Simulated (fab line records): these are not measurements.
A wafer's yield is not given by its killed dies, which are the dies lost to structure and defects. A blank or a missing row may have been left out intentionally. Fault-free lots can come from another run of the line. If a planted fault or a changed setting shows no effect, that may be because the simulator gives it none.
Split-lot study | flow n5Finfet | on a route of 1938 steps: 7 lots, 21 wafers read

## THE SPLIT
At N5_SDB_ALD_29 (deposits SiNx, target thk 30 nm, pulse time 1 s, ald cycles 600), the setting aldCycles was moved away from the recipe's 600 on 6 of the 21 wafers read, by -12.2% to +12.5%. This setting was run at the recipe's value on the other wafers.

The split's own step is where the reading is taken.

## THE READING
SiNx_of_SDB_ALD_29.thkNm (the simulator's own value, which no gauge read), in nm, at N5_SDB_ALD_29 (deposits SiNx, target thk 30 nm, pulse time 1 s, ald cycles 600). There is no usual value for it anywhere in the file. Here, 15 wafers ran the recipe; their average is 30.0 nm with a standard deviation of 0.16 nm.

wafer  | tool, chamber at the split | aldCycles as run | against the recipe | SiNx_of_SDB_ALD_29.thkNm, nm | against lot-mates on the recipe
L075.2 | aldSin-04, 3               | 600              | recipe             | 30                           | -
L075.6 | aldSin-04, 3               | 600              | recipe             | 30                           | -
L075.4 | aldSin-04, 1               | 648              | +8.0%              | 32.6                         | +2.6
L078.1 | aldSin-04, 2               | 675              | +12.5%             | 33.8                         | +3.4
L078.4 | aldSin-04, 0               | 600              | recipe             | 30.4                         | -
L078.6 | aldSin-04, 3               | 675              | +12.5%             | 34                           | +3.6
L082.2 | aldSin-03, 1,0             | 600              | recipe             | 30                           | -
L082.6 | aldSin-03, 1,0             | 600              | recipe             | 30                           | -
L082.3 | aldSin-03, 3               | 656              | +9.3%              | 32.8                         | +2.8
L084.1 | aldSin-03, 2,3             | 600              | recipe             | 29.8                         | -
L084.3 | aldSin-03, 2,3             | 600              | recipe             | 29.8                         | -
L084.2 | aldSin-03, 1               | 600              | recipe             | 30                           | -
L087.4 | aldSin-04, 1               | 527              | -12.2%             | 26.2                         | -3.7
L087.5 | aldSin-04, 2               | 600              | recipe             | 30                           | -
L087.6 | aldSin-04, 3               | 600              | recipe             | 29.8                         | -
L093.2 | aldSin-04, 0               | 600              | recipe             | 30.2                         | -
L093.5 | aldSin-04, 0               | 600              | recipe             | 30.2                         | -
L093.4 | aldSin-04, 2               | 562              | -6.3%              | 28.2                         | -2.0
L096.1 | aldSin-02, 2               | 600              | recipe             | 29.8                         | -
L096.4 | aldSin-02, 2,1             | 600              | recipe             | 30                           | -
L096.5 | aldSin-02, 2,1             | 600              | recipe             | 30                           | -
If several chambers appear in one row, that row covers several wafers at once and the file leaves open which wafer was in which chamber.

FIT RESULTS
A straight line over all 21 wafers: SiNx_of_SDB_ALD_29.thkNm changes by +0.31 nm for each +1% of aldCycles; r = +1.00; the points scatter about the line by 0.16 nm.
The same after taking each lot's own level away (the mean of its wafers on the recipe; 21 wafers): +0.295 nm for each +1%; r = +1.00; scatter 0.11 nm.
According to that fit, moving aldCycles by its largest amount changes the reading by 3.7 nm.
From 29.87 to 30.40 nm: that is the span of the lots' own levels, equal to 3.3 times the standard deviation above.
Hence the lot-to-lot level has little effect on the slope; both slopes agree.
Check: +3.77 nm against its lot-mates is what the line predicts for one of the wafers moved furthest among these (+12.5%) when that wafer is left out of the fit. It came out at +3.4 nm against them.

## THESE WAFERS: OTHER SPLITS
These wafers also went through other splits before the reading. Each is held against what the fit with the lots' levels taken away leaves over:
other split on the same wafers      | wafers away from the commonest value | r with SiNx_of_SDB_ALD_29.thkNm (lot level and that fit taken away)
N5_ZERO_LAYER_COAT_05 spinRpm       | 7                                    | +0.29
N5_ZERO_LAYER_EXPOSE_08 doseMj      | 2                                    | -0.32
N5_WELL_APT_COAT_02 spinRpm         | 8                                    | -0.02
N5_STI_FIN_REVEAL_ETCHBACK_08 timeS | 7                                    | -0.08
N5_DUMMY_GATE_CVD_03 tempC          | 18                                   | +0.23
N5_DUMMY_GATE_COAT_28 spinRpm       | 5                                    | +0.19
N5_SDB_CUT_ETCH_26 icpW             | 7                                    | -0.24

## THE WHOLE CHAIN: every reading that the file lists as answering this split, in the file's order
step          | what it does                                                      | reading                                                                   | change (the file's fit)                                                         | r (the file's)
N5_SDB_ALD_29 | deposits SiNx, target thk 30 nm, pulse time 1 s, ald cycles 600   | SiNx_of_SDB_ALD_29.thkNm (the simulator's own value, which no gauge read) | +0.299 nm for each +1% of the setting                                           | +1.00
N5_SDB_CMP_30 | polishes, stops on poly-Si, t overpolish 1.54 s, target thk 30 nm | SiNx_of_SDB_ALD_29.thkNm (the simulator's own value, which no gauge read) | not straight: 26.2 at the lowest setting, 30 at the recipe, 29.1 at the highest | not given

## THE FILE'S OWN FIT
SiNx_of_SDB_ALD_29.thkNm changes by +0.299 nm for each +1% of aldCycles, r = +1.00.
